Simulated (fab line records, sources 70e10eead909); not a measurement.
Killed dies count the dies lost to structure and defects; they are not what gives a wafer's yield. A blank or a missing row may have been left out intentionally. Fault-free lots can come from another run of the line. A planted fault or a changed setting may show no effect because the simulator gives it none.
One fault through the eyes of 2 desks :: flow nand harc :: only its own numbers are on each desk; what lay behind them is given at the end

== THE DEFECT DESK ==
Lot by lot, what the route's inspections counted, given as the mean of those sampled wafers with a number. Marked OUT: a lot whose mean sits more than 4 standard deviations from the usual mean, which makes it out of limits; the brackets give that distance.
Columns: A = raw defect count at NHARC_A_CHANNEL_HOLE_D1_INSPECT_12, usual 6.1
lot: L328
first seen here: day 9 18:26
A: 6.0

lot: L330
first seen here: day 10 18:07
A: 5.7

lot: L334
first seen here: day 12 01:36
A: 5.3

lot: L335
first seen here: day 12 19:41
A: 3.0

lot: L339
first seen here: day 14 17:07
A: 5.3

lot: L346
first seen here: day 17 02:28
A: 7.7

lot: L345
first seen here: day 17 03:19
A: 4.3

lot: L347
first seen here: day 17 14:43
A: 4.0

lot: L348
first seen here: day 17 23:39
A: 5.0
This desk's finding: nothing out of limits on any of the 9 lots.

== THE METROLOGY DESK ==
What the gauges read for every lot (on any tool): the sampled wafers with a number, averaged. Marked OUT: a lot whose mean sits more than 4 standard deviations from the usual mean, which makes it out of limits; the brackets give that distance.
Columns: A = cd nm at NHARC_A_CHANNEL_HOLE_D1_CD_MEAS_10, usual 100.0 nm; B = cd nm at NHARC_A_CHANNEL_HOLE_D1_CD_MEAS_30, usual 90.0 nm
lot: L328
first seen here: day 9 18:18
A: 99.6
B: 89.1

lot: L330
first seen here: day 10 17:59
A: 100.4
B: 89.7

lot: L334
first seen here: day 12 01:28
A: 99.6
B: 90.2

lot: L335
first seen here: day 12 19:34
A: 100.2
B: 90.6

lot: L339
first seen here: day 14 17:00
A: 102.3 (+5.2) OUT
B: 92.6

lot: L346
first seen here: day 17 02:20
A: 100.4
B: 91.3

lot: L345
first seen here: day 17 03:12
A: 100.4
B: 89.6

lot: L347
first seen here: day 17 14:36
A: 100.1
B: 90.5

lot: L348
first seen here: day 17 23:32
A: 100.5
B: 90.6
This desk finds L339 out of limits, L339 being first, at day 14 17:00 (cd nm at NHARC_A_CHANNEL_HOLE_D1_CD_MEAS_10). L328, L330, L334, L335, L346, L345, L347, L348 stayed within limits.

== TAKEN TOGETHER ==
An alarm was possible from the metrology desk at day 14 17:00, on L339.
Nothing the defect desk looked at was out of limits.
The defect desk has L339 on record, within its limits.
Every lot named ran NHARC_A_CHANNEL_HOLE_D1_PEB_08 on litho track-01.

== WHAT THE SIMULATOR HAD INSERTED ==
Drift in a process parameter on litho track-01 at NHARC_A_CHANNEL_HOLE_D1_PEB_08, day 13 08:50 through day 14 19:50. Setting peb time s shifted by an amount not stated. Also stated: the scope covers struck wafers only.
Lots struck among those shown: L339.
Delay in hours, fault start to first out-of-limits reading, per desk: metrology desk 32.
